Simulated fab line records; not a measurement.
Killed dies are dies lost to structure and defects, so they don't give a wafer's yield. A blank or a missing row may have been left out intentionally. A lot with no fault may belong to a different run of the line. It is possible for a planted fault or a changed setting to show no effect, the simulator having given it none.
fab line records	flow n5Finfet
record: lots: 8	wafers: 24	lastDay: 18
route steps=1938 shown BEOL_M0_SAQP@651 BEOL_M0@715 BEOL_M4@1111 PASSIVATION@1936
lots untouched by any fault: they come from a run of this same line in which no faults occurred
startH: hours from the record's opening day to when the first of the lot's shown wafers began	waitH: hours from the lot's prior step to this one	" as in the row above	L1.1+2: a single row standing in for several wafers	- no value, or no start was given	* or withheld: withheld	< > ~ a bound
route shown NAME@n: NAME is a module with steps in the file, n the number in the route of the first one	usual: average and standard deviation across the fault-free wafers	same: alike in all rows	chamber/n: place in a boat	sites: the reading at each site	_std_site: the standard deviation of these	_edge_site: the outer-site mean with the inner-site mean subtracted	radiusMm: for every site, how far away it sits from the centre of the wafer	mask NAME#n: copy n	behind: the tool/chamber that last shaped the wafer	hold: cause of the lot's hold/its duration in hours/its outcome	device: transistor that didn't switch, given as n, p or np	end of line: tests run on the same wafers once the route is complete	where a step has no rows: the recipe by itself	killed: the dies lost at the first sort to structure and to defects; this is not the yield of the wafer	map: a wafer's dies, marking killed ones x, the rest . and places with no die _
set.NAME: the setting the step ran with; set.NAME@STEP: the setting that earlier step ran with	model.NAME: the simulator's own value behind a step, which no gauge read
the route's steps for a sample of lots (tables are steps, rows are wafers)
services: the hour from which a tool's chamber was out of use, counted from the record's first day as startH (under 0 if before that day), plus the number of hours and why
== steps ==
step: N5_BEOL_M0_SAQP_INSPECT_16
recipe: mode: adi	inspectInstrument: brightfield
usual: rawDefectCount: 443/120
lot.wafer	tool	chamber	startH	waitH	rawDefectCount
L680.2	defectInspect-02	-	139.38	0.0	417
L680.3	"	-	"	"	365
L680.4	"	-	"	"	430
L685.1	defectInspect-01	-	169.75	0.0	331
L685.3	"	-	"	"	353
L685.6	"	-	"	"	308
L686.1	defectInspect-01	-	173.10	0.0	414
L686.3	"	-	"	"	660
L686.6	"	-	"	"	812
L688.1	defectInspect-02	-	186.05	0.0	605
L688.4	"	-	"	"	592
L688.5	"	-	"	"	755
L691.2	defectInspect-01	-	203.74	0.0	549
L691.4	"	-	"	"	484
L691.6	"	-	"	"	396
L693.4	defectInspect-01	-	217.13	0.0	301
L693.5	"	-	"	"	617
L693.6	"	-	"	"	545
L696.1	defectInspect-01	-	229.95	0.0	405
L696.4	"	-	"	"	331
L696.5	"	-	"	"	464
L697.2	defectInspect-01	-	241.34	0.0	409
L697.4	"	-	"	"	473
L697.6	"	-	"	"	344
step: N5_BEOL_M0_SAQP_HM_OPEN_112
recipe: chemistry: CHF3/O2	target: SiO2	stopOn: a-Si	targetDepthA: 120	overEtchFrac: 1.25	maskMaterial: SOC	timeS: 13.5	pressureMtorr: 30	sourceW: 650	biasW: 170	Ar_flow_sccm: 200	CHF3_flow_sccm: 50	O2_flow_sccm: 5	ionEnergyEv: 200	ends: endPoint
usual: biasW: 170.1/0.53	drypumpMotorCurrentA: 5.9/0.38	oes_o_777_au: 0.75/0.072	oesProductAu: 0.49/0.043	rfFwdPowerW: 644.5/2	rfVppV: 523/7.5	showerheadPlenumPTorr: 2.44/0.065	throttleValvePct: 18.92/0.26
same: overEtchFrac: 1.25
lot.wafer	tool	chamber	startH	waitH	biasW	drypumpMotorCurrentA	oes_o_777_au	oesProductAu	rfFwdPowerW	rfHoursCounterH	rfVppV	showerheadPlenumPTorr	throttleValvePct
L680.2	rieDiel-06	0	139.93	0.0	170.4	5.4	0.73	0.48	646.3	181	530	2.40	19.29
L680.3	"	3	"	"	170.4	6.0	0.71	0.47	641.2	188	511	2.30	19.12
L680.4	"	1	"	"	170.5	5.3	0.76	0.50	648.8	130	513	2.44	18.94
L685.1	rieDiel-06	2	169.98	0.0	169.8	5.5	0.83	0.54	643.3	75	520	2.34	18.76
L685.3	"	1	"	"	169.9	5.3	0.74	0.49	645.3	136	513	2.44	18.95
L685.6	"	2	"	"	169.6	5.5	0.83	0.53	646.3	-	520	2.34	18.73
L686.1	rieDiel-03	0	173.40	0.0	170.7	6.2	0.70	0.46	642.5	233	532	2.47	19.20
L686.3	"	1	"	"	170.2	5.8	0.68	0.46	643.0	198	515	2.48	18.94
L686.6	"	2	"	"	170.9	5.7	0.85	0.54	648.1	-	522	2.37	18.72
L688.1	rieDiel-06	1	186.38	0.0	168.9	5.3	0.74	0.49	643.2	142	510	2.43	18.96
L688.4	"	0	"	"	169.4	5.4	0.72	0.47	645.9	192	530	2.40	19.31
L688.5	"	3	"	"	170.3	6.0	0.70	0.47	645.7	-	512	2.29	19.13
L691.2	rieDiel-04	3	204.23	0.0	171.0	5.3	0.74	0.48	645.2	195	521	2.49	19.17
L691.4	"	2	"	"	170.5	6.4	0.67	0.44	644.0	241	527	2.46	19.17
L691.6	"	0	"	"	169.4	6.1	0.84	0.55	644.2	-	536	2.43	18.35
L693.4	rieDiel-04	0	217.38	0.0	169.8	6.1	0.84	0.55	641.8	78	537	2.43	18.37
L693.5	"	3	"	"	170.3	5.3	0.74	0.48	642.8	-	522	2.48	19.17
L693.6	"	2	"	"	170.3	6.4	0.67	0.44	645.8	-	529	2.46	19.15
L696.1	rieDiel-03	2	230.44	0.0	169.4	5.7	0.83	0.51	647.3	87	524	2.36	18.76
L696.4	"	3	"	"	169.7	6.3	0.93	0.60	643.6	-	527	2.45	18.35
L696.5	"	2	"	"	170.3	5.7	0.83	0.52	649.6	-	521	2.36	18.74
L697.2	rieDiel-04	1	241.56	0.0	170.2	6.3	0.73	0.48	648.4	163	522	2.52	18.96
L697.4	"	3	"	"	169.9	5.4	0.72	0.47	646.6	-	522	2.48	19.19
L697.6	"	1	"	"	170.8	6.3	0.72	0.49	644.7	-	522	2.52	18.96
step: N5_BEOL_M0_SAQP_MANDREL_ETCH_103
recipe: chemistry: HBr/Cl2	target: a-Si	targetDepthA: 450	btTimeS: 10	stopOn: SiCN	maskMaterial: SiO2	overEtchFrac: 0.8	timeS: 27	pressureMtorr: 10	icpW: 800	biasW: 75	HBr_flow_sccm: 150	Cl2_flow_sccm: 80	ends: endPoint
usual: biasW: 75.01/0.2	drypumpMotorCurrentA: 5.7/0.4	oesProductAu: 0.678/0.011	overEtchFrac: 0.8/0	rfFwdPowerW: 794.2/2.8	throttleValvePct: 35.51/0.26
lot.wafer	tool	chamber	startH	waitH	biasW	drypumpMotorCurrentA	oesProductAu	overEtchFrac	rfFwdPowerW	rfHoursCounterH	throttleValvePct
L680.2	rieSi-02	0	141.62	0.0	75.05	6.1	0.663	0.8	797.1	156	35.35
L680.3	"	3	"	"	75.08	6.0	0.677	0.8	797.7	85	35.85
L680.4	"	2	"	"	74.94	5.5	0.689	0.8	794.6	166	35.10
L685.1	rieSi-02	2	172.84	0.0	75.02	5.5	0.688	0.8	801.9	167	35.10
L685.3	"	0	"	"	74.94	6.1	0.666	0.8	798.7	156	35.32
L685.6	"	2	"	"	75.28	5.5	0.695	0.8	797.1	-	35.06
L686.1	rieSi-02	1	175.29	0.0	75.47	5.9	0.587	1.3531	796.8	126	35.68
L686.3	"	3	"	"	75.00	6.0	0.581	1.3531	799.1	86	36.04
L686.6	"	1	"	"	75.16	5.9	0.572	1.3531	793.4	-	35.68
L688.1	rieSi-02	3	190.13	0.0	74.97	6.0	0.587	1.3531	795.4	86	36.03
L688.4	"	0	"	"	74.91	6.1	0.578	1.3531	795.9	156	35.55
L688.5	"	0	"	"	75.19	6.1	0.591	1.3531	792.9	-	35.51
L691.2	rieSi-04	3	206.84	0.0	75.15	6.1	0.686	0.8	790.7	184	35.21
L691.4	"	2	"	"	74.93	5.5	0.696	0.8	793.1	175	36.02
L691.6	"	3	"	"	74.86	6.0	0.690	0.8	795.5	-	35.19
L693.4	rieSi-04	0	219.39	0.0	74.91	5.0	0.680	0.8	799.0	143	35.42
L693.5	"	1	"	"	74.82	5.4	0.676	0.8	792.3	-	35.36
L693.6	"	0	"	"	75.28	5.0	0.680	0.8	798.0	-	35.42
L696.1	rieSi-05	3	232.12	0.0	75.01	6.2	0.664	0.8	798.4	156	35.38
L696.4	"	0	"	"	75.05	5.6	0.672	0.8	792.9	7	35.51
L696.5	"	0	"	"	74.96	5.6	0.664	0.8	792.3	-	35.50
L697.2	rieSi-04	1	243.11	0.0	75.04	5.4	0.670	0.8	790.4	55	35.36
L697.4	"	0	"	"	75.22	5.0	0.681	0.8	794.4	143	35.44
L697.6	"	2	"	"	75.19	5.5	0.694	0.8	795.3	-	36.00
step: N5_BEOL_M0_SAQP_ETCH_106
recipe: chemistry: N2/H2	target: SOC	targetDepthA: 1500	stopOn: SiNx	ionEnergyEv: 100	biasW: 61	pressureMtorr: 30	sourceW: 850	n2FlowSccm: 200	h2FlowSccm: 200
usual: biasW: 61.05/0.19	drypumpMotorCurrentA: 5.9/0.39	oesProductAu: 0.75/0.075	rfFwdPowerW: 844.0/3	rfVppV: 240.9/1.3	showerheadPlenumPTorr: 2.57/0.075	throttleValvePct: 17.87/0.29
lot.wafer	tool	chamber	startH	waitH	biasW	drypumpMotorCurrentA	oesProductAu	rfFwdPowerW	rfHoursCounterH	rfVppV	showerheadPlenumPTorr	throttleValvePct
L680.2	rieDiel-03	1	142.15	-	60.97	5.8	0.69	841.3	186	240.9	2.64	18.00
L680.3	"	0	"	"	61.20	6.2	0.70	843.1	221	241.9	2.62	18.19
L680.4	"	0	"	"	61.17	6.2	0.70	846.6	-	241.0	2.62	18.19
L685.1	rieDiel-04	0	173.37	-	61.14	6.1	0.85	845.6	65	241.3	2.59	17.46
L685.3	"	3	"	"	60.88	5.3	0.73	851.7	186	242.9	2.64	18.15
L685.6	"	1	"	"	61.20	6.3	0.74	843.9	-	240.1	2.64	17.65
L686.1	rieDiel-06	3	175.82	-	61.17	6.0	0.70	845.8	196	238.2	2.43	18.13
L686.3	"	1	"	"	61.19	5.3	0.74	843.0	138	240.5	2.55	17.95
L686.6	"	1	"	"	61.19	5.3	0.73	848.7	-	241.3	2.55	17.94
L688.1	rieDiel-06	0	190.70	-	61.17	5.4	0.71	844.2	193	239.2	2.51	18.14
L688.4	"	1	"	"	60.73	5.3	0.73	843.3	143	239.6	2.55	17.96
L688.5	"	2	"	"	60.80	5.5	0.81	849.5	-	240.8	2.47	17.72
L691.2	rieDiel-03	2	207.37	-	61.27	5.7	0.81	845.1	80	240.8	2.46	17.58
L691.4	"	3	"	"	61.03	6.3	0.92	843.4	6	241.7	2.60	17.31
L691.6	"	2	"	"	61.35	5.7	0.81	849.1	-	239.2	2.46	17.56
L693.4	rieDiel-06	1	219.95	-	60.83	5.3	0.73	848.3	-	240.1	2.54	17.96
L693.5	"	2	"	"	61.18	5.5	0.80	845.2	-	239.6	2.46	17.74
L693.6	"	3	"	"	61.04	6.0	0.69	847.4	-	238.2	2.42	18.15
L696.1	rieDiel-03	3	232.65	-	60.78	6.3	0.89	838.6	14	242.6	2.60	17.33
L696.4	"	3	"	"	61.16	6.3	0.90	834.7	-	241.4	2.60	17.32
L696.5	"	1	"	"	61.27	5.8	0.66	845.2	-	241.6	2.63	18.05
L697.2	rieDiel-03	2	243.64	-	61.17	5.7	0.80	847.4	91	239.0	2.46	17.56
L697.4	"	1	"	"	61.08	5.7	0.66	839.5	-	241.4	2.63	18.05
L697.6	"	3	"	"	61.13	6.3	0.89	840.8	-	241.4	2.60	17.34
step: N5_BEOL_M0_ETCH_138
recipe: chemistry: CH3F/O2	targetDepthA: 120	target: SiCN	timeS: 31.6	ionEnergyEv: 120	pressureMtorr: 30	sourceW: 395	biasW: 75	Ar_flow_sccm: 150	CH3F_flow_sccm: 30	O2_flow_sccm: 20	ends: cleared
usual: biasW: 74.99/0.21	drypumpMotorCurrentA: 5.9/0.56	etchRfOnTimeS: 29.1/0.82	oesProductAu: 0.68/0.076	rfFwdPowerW: 386.4/1.8	rfVppV: 298.0/1.7	showerheadPlenumPTorr: 2.04/0.077	throttleValvePct: 16.22/0.2
lot.wafer	tool	chamber	startH	waitH	biasW	drypumpMotorCurrentA	etchRfOnTimeS	oesProductAu	rfFwdPowerW	rfHoursCounterH	rfVppV	showerheadPlenumPTorr	throttleValvePct
L680.2	rieDiel-02	1	145.59	0.0	75.12	6.5	29.1	0.81	388.1	10	299.0	2.13	15.89
L680.3	"	3	"	"	74.83	6.0	27.7	0.79	385.7	22	299.5	2.14	16.34
L680.4	"	0	"	"	74.71	6.2	28.7	0.62	385.8	194	298.2	2.06	16.03
L685.1	rieDiel-02	3	176.55	0.0	74.90	6.0	28.6	0.78	388.2	32	300.4	2.14	16.35
L685.3	"	0	"	"	75.00	6.2	29.5	0.60	388.1	204	298.2	2.06	16.04
L685.6	"	2	"	"	75.07	5.7	29.0	0.69	384.2	-	298.3	2.01	16.20
L686.1	rieDiel-05	0	179.57	0.0	74.72	5.6	22.4	0.59	385.2	242	299.1	2.06	16.68
L686.3	"	1	"	"	74.83	6.5	22.5	0.61	386.6	202	296.0	1.97	15.98
L686.6	"	0	"	"	74.86	5.6	23.7	0.59	387.4	-	298.1	2.06	16.68
L688.1	rieDiel-01	1	194.87	0.0	74.85	6.1	21.9	0.69	384.3	98	298.4	2.11	16.28
L688.4	"	2	"	"	74.98	4.9	24.7	0.60	386.2	197	296.1	1.90	16.33
L688.5	"	1	"	"	74.88	6.2	23.0	0.70	385.1	-	298.2	2.11	16.27
L691.2	rieDiel-02	3	211.25	0.0	75.37	6.0	28.2	0.77	387.5	43	299.2	2.13	16.37
L691.4	"	2	"	"	74.89	5.7	30.1	0.68	386.4	98	296.2	2.00	16.23
L691.6	"	1	"	"	74.94	6.5	30.6	0.76	390.2	-	299.6	2.12	15.93
L693.4	rieDiel-02	1	223.10	0.0	74.94	6.6	29.3	0.77	388.8	37	299.7	2.12	15.94
L693.5	"	3	"	"	75.06	6.0	28.4	0.76	386.9	-	300.5	2.13	16.37
L693.6	"	2	"	"	75.06	5.7	29.5	0.68	385.3	-	295.3	2.00	16.25
L696.1	rieDiel-01	3	236.31	0.0	74.81	5.1	27.5	0.70	384.4	72	296.3	1.96	16.11
L696.4	"	1	"	"	75.44	6.1	28.7	0.69	385.1	113	301.4	2.10	16.30
L696.5	"	3	"	"	74.60	5.1	28.3	0.70	385.0	-	296.7	1.96	16.13
L697.2	rieDiel-02	3	247.78	0.0	74.64	5.9	28.7	0.75	386.9	54	300.6	2.13	16.40
L697.4	"	2	"	"	75.39	5.7	29.8	0.67	387.6	108	296.3	2.00	16.24
L697.6	"	1	"	"	75.52	6.5	29.7	0.75	387.0	-	298.5	2.12	15.95
step: N5_BEOL_M4_RC_MEAS_101
usual: DIBL_N: 36.3/1.8	DIBL_P: 36.5/2.1	IOFF_N: 0.16/0.031	IOFF_P: 0.22/0.038	ION_N: 677/12	ION_P: 466/7.8	SS_N: 71.5/0.61	SS_P: 73.2/0.7	VT_N: 249/3	VT_P: -248.9/3
lot.wafer	tool	chamber	startH	waitH	DIBL_N[mV/V]	DIBL_P[mV/V]	IOFF_N[nA/um]	IOFF_P[nA/um]	ION_N[uA/um]	ION_P[uA/um]	SS_N[mV/dec]	SS_P[mV/dec]	VT_N[mV]	VT_P[mV]
L680.2	prober-01	0	231.71	0.2	38.0	38.8	0.20	0.24	697	470	72.1	74.1	246	-249.7
L680.3	"	0	"	"	38.9	39.3	0.21	0.25	705	468	71.5	74.0	246	-250.0
L680.4	"	0	"	"	37.6	37.4	0.17	0.22	679	458	71.4	74.1	249	-252.2
L685.1	prober-01	0	236.79	0.0	39.5	38.0	0.17	0.22	673	458	72.5	74.0	249	-249.8
L685.3	"	0	"	"	37.6	36.5	0.16	0.22	673	468	71.8	72.9	250	-250.6
L685.6	"	0	"	"	40.1	38.6	0.18	0.23	686	466	72.8	74.0	250	-247.5
L686.1	prober-02	0	248.72	0.0	35.6	34.6	0.15	0.21	664	460	70.8	72.6	251	-247.7
L686.3	"	0	"	"	35.2	34.5	0.15	0.21	675	466	70.6	73.3	250	-248.2
L686.6	"	0	"	"	36.9	36.5	0.18	0.25	675	463	71.5	73.8	248	-245.0
L688.1	prober-01	0	263.90	0.0	37.1	35.6	0.15	0.21	672	465	72.3	73.7	253	-248.6
L688.4	"	0	"	"	38.7	37.7	0.19	0.25	687	471	72.5	73.8	250	-247.8
L688.5	"	0	"	"	38.9	38.3	0.18	0.27	679	467	72.9	73.5	250	-247.4
L691.2	prober-01	0	267.33	0.2	36.0	35.1	0.14	0.21	665	461	70.5	71.8	251	-251.0
L691.4	"	0	"	"	35.6	34.4	0.13	0.20	664	459	71.0	72.4	253	-252.6
L691.6	"	0	"	"	37.9	37.3	0.18	0.24	685	462	71.1	73.0	249	-247.0
L693.4	prober-02	0	281.58	0.5	34.9	35.1	0.15	0.21	681	469	71.1	72.8	247	-249.8
L693.5	"	0	"	"	37.3	38.4	0.20	0.25	686	470	71.6	73.8	247	-248.2
L693.6	"	0	"	"	34.2	34.0	0.14	0.18	664	462	71.3	72.1	251	-254.4
L696.1	prober-02	0	307.68	0.0	32.2	32.2	0.10	0.15	641	449	70.8	72.1	256	-254.0
L696.4	"	0	"	"	32.5	32.5	0.11	0.15	671	462	70.4	72.4	255	-252.8
L696.5	"	0	"	"	33.8	33.8	0.12	0.17	650	453	70.7	72.5	253	-252.0
L697.2	prober-01	0	316.46	0.2	36.1	36.8	0.17	0.23	682	469	71.8	73.2	248	-249.1
L697.4	"	0	"	"	36.2	36.5	0.16	0.23	682	475	71.7	72.9	248	-246.7
L697.6	"	0	"	"	36.2	37.3	0.16	0.25	683	467	71.4	73.1	249	-244.5
step: N5_PASSIVATION_PROBE_49
usual: defectLimitedYield: 91.2/1.5	killed_at_M0_to_M3: 33/9.6	killed_at_M4_up: 14/5.6	killedAtContacts: 14/5.5	killedAtFrontEnd: 40/13	killedAtOther: 4/3	killedDies: 104/17	killedOpen: 68/13	killedShort: 33/7.2	sort_bin_5_function: 5.2/0.95	sort_bin_6_memory: 3.3/0.62	sort_bin_8_speed: 0.00/0.012	sortNPass: 1076/17	sortYieldPct: 91.2/1.5
same: grossDies: 1180	killedAtBackSide: 0	sort_bin_4_leakage[%]: 0
lot.wafer	tool	chamber	startH	waitH	defectLimitedYield[%]	killed_at_M0_to_M3	killed_at_M4_up	killedAtContacts	killedAtFrontEnd	killedAtOther	killedDies	killedOpen	killedShort	sort_bin_5_function[%]	sort_bin_6_memory[%]	sort_bin_8_speed[%]	sortNPass	sortYieldPct[%]
L680.2	prober-01	-	337.64	0.1	92.2	18	16	24	32	2	92	66	25	4.9	2.7	0	1088	92.2
L680.3	prober-01	-	337.69	0.1	90.4	29	17	24	36	7	113	72	38	5.3	3.6	0	1067	90.4
L680.4	prober-01	-	337.74	0.2	89.3	33	11	25	44	13	126	82	42	6.2	4.1	0	1054	89.3
L688.1	prober-01	-	372.57	0.0	90.7	36	8	11	47	8	110	68	36	5.6	3.1	0	1070	90.7
L688.4	prober-01	-	372.72	0.2	91.0	19	11	13	54	9	106	62	38	5.3	3.3	0	1074	91.0
L688.5	prober-01	-	372.77	0.2	90.7	24	9	13	50	14	110	69	31	5.3	3.5	0	1070	90.7
L693.4	prober-01	-	393.99	0.2	90.1	38	16	13	50	0	117	68	46	6.3	3.3	0	1063	90.1
L693.5	prober-01	-	394.04	0.2	89.2	63	12	12	37	3	127	86	40	6.3	4.1	0	1053	89.2
L693.6	prober-01	-	394.09	0.3	91.0	37	7	21	41	0	106	63	37	5.6	2.7	0	1074	91.0
L697.2	prober-01	-	427.08	0.1	92.8	21	22	9	30	3	85	61	22	4.1	2.9	0	1095	92.8
L697.4	prober-01	-	427.18	0.2	89.6	30	10	10	73	0	123	85	31	6.2	3.7	0	1057	89.6
L697.6	prober-01	-	427.28	0.3	88.8	30	8	17	72	5	132	84	43	6.8	3.6	0	1048	88.8
killed by level:class
L680.2 MOL_CONTACT_COAG:geometricParticle:open=19 STI_FIN_REVEAL:geometricParticle:open=13 FIN_SAQP:geometricParticle:open=7 BEOL_M4:geometricParticle:open=7 MOL_CONTACT_COAG:geometricParticle:short=5 BEOL_M5:geometricParticle:open=5 GATE_CUT:geometricParticle:short=3 BEOL_M0_SAQP:geometricParticle:short=3
L680.3 MOL_CONTACT_COAG:geometricParticle:open=19 FIN_SAQP:geometricParticle:open=9 FIN_SAQP:geometricParticle:short=7 BEOL_M0_SAQP:geometricParticle:short=6 BEOL_M3:geometricParticle:open=6 DUMMY_GATE:geometricParticle:open=5 MOL_CONTACT_COAG:geometricParticle:short=5 BEOL_M0_SAQP:geometricParticle:open=5
L680.4 MOL_CONTACT_COAG:geometricParticle:open=20 STI_FIN_REVEAL:geometricParticle:open=16 BEOL_M0_SAQP:geometricParticle:open=10 FIN_SAQP:geometricParticle:open=5 FIN_SAQP:geometricParticle:short=5 MOL_CONTACT_COAG:geometricParticle:short=5 BEOL_M1:geometricParticle:short=5 BEOL_M3:geometricParticle:open=5
L688.1 FIN_SAQP:geometricParticle:open=13 BEOL_M0_SAQP:geometricParticle:open=13 FIN_SAQP:geometricParticle:short=10 STI_FIN_REVEAL:geometricParticle:open=9 BEOL_M0_SAQP:geometricParticle:short=9 MOL_CONTACT_COAG:geometricParticle:open=8 BEOL_M2:geometricParticle:open=6 PASS1_DEP:geometricParticle:open=4
L688.4 STI_FIN_REVEAL:geometricParticle:open=11 FIN_SAQP:geometricParticle:open=10 MOL_CONTACT_COAG:geometricParticle:open=9 FIN_SAQP:geometricParticle:short=6 ILD0:geometricParticle:short=6 GATE_CUT:geometricParticle:open=6 BEOL_M2:geometricParticle:open=6 BEOL_M0_SAQP:geometricParticle:open=4
L688.5 STI_FIN_REVEAL:geometricParticle:open=18 MOL_CONTACT_COAG:geometricParticle:open=13 FIN_SAQP:geometricParticle:short=8 FIN_SAQP:geometricParticle:open=6 BEOL_M3:geometricParticle:open=6 STARTING-WAFER:geometricParticle:short=5 BEOL_M2:geometricParticle:open=4 PASS1_CAP:geometricParticle:short=4
L693.4 BEOL_M0_SAQP:geometricParticle:short=12 STI_FIN_REVEAL:geometricParticle:open=11 MOL_CONTACT_COAG:geometricParticle:open=11 FIN_SAQP:geometricParticle:short=8 BEOL_M4:geometricParticle:open=8 BEOL_M2:geometricParticle:open=6 GATE_CUT:geometricParticle:short=5 GATE_CUT:geometricParticle:open=5
L693.5 BEOL_M0_SAQP:geometricParticle:open=22 BEOL_M0_SAQP:geometricParticle:short=17 BEOL_M2:geometricParticle:open=13 MOL_CONTACT_COAG:geometricParticle:open=10 FIN_SAQP:geometricParticle:short=8 BEOL_M4:geometricParticle:open=7 STI_FIN_REVEAL:geometricParticle:open=6 DUMMY_GATE:geometricParticle:open=6
L693.6 MOL_CONTACT_COAG:geometricParticle:open=17 BEOL_M0_SAQP:geometricParticle:short=12 BEOL_M0_SAQP:geometricParticle:open=9 BEOL_M2:geometricParticle:open=6 STI_FIN_REVEAL:geometricParticle:open=6 GATE_CUT:geometricParticle:short=6 DUMMY_GATE:geometricParticle:open=5 HKMG_FIN:areaEtch=5
L697.2 FIN_SAQP:geometricParticle:open=9 BEOL_M5:geometricParticle:open=8 MOL_CONTACT_COAG:geometricParticle:open=7 BEOL_M4:geometricParticle:open=7 BEOL_M0_SAQP:geometricParticle:open=6 BEOL_M3:geometricParticle:open=6 FIN_SAQP:geometricParticle:short=5 GATE_CUT:geometricParticle:short=4
L697.4 FIN_SAQP:geometricParticle:open=36 FIN_SAQP:geometricParticle:short=15 BEOL_M2:geometricParticle:open=12 MOL_CONTACT_COAG:geometricParticle:open=7 BEOL_M0_SAQP:geometricParticle:open=6 BEOL_M4:geometricParticle:open=6 BEOL_M3:geometricParticle:open=5 HKMG_FIN:areaEtch=4
L697.6 FIN_SAQP:geometricParticle:open=29 FIN_SAQP:geometricParticle:short=18 MOL_CONTACT_COAG:geometricParticle:open=14 STI_FIN_REVEAL:geometricParticle:open=9 BEOL_M3:geometricParticle:open=7 BEOL_M0_SAQP:geometricParticle:open=6 STI_FIN_REVEAL:geometricParticle:short=3 GATE_CUT:geometricParticle:short=3
== services ==
tool	chamber	startH	hours	kind
rieDiel-04	-	122.71	2.8	pm
rieSi-04	-	129.49	2.8	pm
rieDiel-01	3	165.61	6.2	repair
rieDiel-03	3	166.76	-	clean
rieDiel-03	3	166.76	-	consumableReplace:focusRing
rieDiel-03	3	166.76	20.0	scheduledDown
rieDiel-03	3	166.76	20.0	ventCycle
rieSi-05	2	178.40	11.5	repair
rieSi-04	3	188.77	9.0	repair
rieDiel-01	1	200.33	1.6	repair
rieDiel-05	0	203.00	-	clean
rieSi-05	0	207.51	14.0	repair
rieDiel-06	0	211.47	8.5	repair
rieDiel-03	0	224.48	-	clean
rieDiel-03	0	224.48	-	consumableReplace:focusRing
rieDiel-03	0	224.48	20.7	scheduledDown
rieDiel-03	0	224.48	20.7	ventCycle
rieDiel-04	2	234.06	-	clean
rieDiel-04	2	234.06	-	consumableReplace:focusRing
rieDiel-04	2	234.06	14.5	scheduledDown
rieDiel-04	2	234.06	14.5	ventCycle
rieSi-04	3	244.52	-	clean
rieSi-04	3	244.52	16.1	scheduledDown
rieSi-04	3	244.52	16.1	ventCycle
== key ==
firstSign: step: N5_BEOL_M0_SAQP_MANDREL_ETCH_103	reading: overEtchFrac	direction: up	sigmas: 99+	usual: 0.8	struck: 1.3531
effect: step: N5_BEOL_M0_SAQP_MANDREL_ETCH_103	reading: oesProductAu	direction: down	sigmas: 8.7	usual: 0.678	struck: 0.583
effect: step: N5_BEOL_M0_ETCH_138	reading: etchRfOnTimeS	direction: down	sigmas: 7.3	usual: *	struck: *
metAt N5_BEOL_M0_SAQP_MANDREL_ETCH_103
struckLots L686,L688
notActingAt N5_BEOL_M0_SAQP_INSPECT_16,N5_BEOL_M0_SAQP_HM_OPEN_112,N5_BEOL_M0_SAQP_ETCH_106
onsetBetween 172.84 175.29
fault: kind: processParameterDrift	tool: rieSi-02	chamber: -	onsetH: 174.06	steps: N5_BEOL_M0_SAQP_MANDREL_ETCH_103	channel: overEtchFrac	offset: 0.55309	shape: step	endH: 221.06	actsIn: theseRecipesOnly	stated: 0.8
